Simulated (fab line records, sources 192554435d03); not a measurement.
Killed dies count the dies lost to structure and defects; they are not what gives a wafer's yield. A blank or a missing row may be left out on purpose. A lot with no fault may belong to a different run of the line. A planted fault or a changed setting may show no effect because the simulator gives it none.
Chamber matching	flow n5Finfet	3 sister chambers for N5_BEOL_M6_CURE_74 on uvCure-01
The step cures SiCOH lowk, time 240 s. 3 wafers are shown with their chamber, then 10 later ones without.

WAFERS WITH THEIR CHAMBER
wafer	chamber	wafer_temp_C_max
L075.5	1	387.2
L089.6	0	386.0
L090.4	2	387.3

WAFERS WITHOUT THEIR CHAMBER
wafer	wafer_temp_C_max
L090.5	387.1
L090.2	387.1
L090.3	387.0
L090.6	387.5
L092.1	386.5
L092.4	386.3
L092.6	385.8
L096.1	386.2
L096.2	386.5
L096.4	386.3

WHICH CHAMBER EACH WENT THROUGH
wafer	from the rows above	in truth
L090.5	can't be placed: 1 or 2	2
L090.2	can't be placed: 1 or 2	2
L090.3	can't be placed: 1 or 2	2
L090.6	can't be placed: 2 or 1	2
L092.1	can't be placed: 0 or 1 or 2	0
L092.4	0	0
L092.6	0	0
L096.1	0	0
L096.2	can't be placed: 0 or 1 or 2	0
L096.4	0	0
Placed correctly: 4 of 10. Can't be placed from these rows: 6 (the true chamber is among the candidates in 6). 0 placed wrongly.
How it was worked out, from the rows above alone: a wafer's distance from a chamber is the root of the sum, over the readings, of the square of ((its reading less the chamber's mean) divided by the reading's scatter). If the next closest chamber is less than 2 further off than the closest, the wafer can't be placed; otherwise it belongs to the closest. For every chamber, the mean is computed from those of its wafers that are shown. The scatter: with one shown wafer a chamber, the root of the mean of the squares of how far each hidden wafer lies from its nearest shown one.
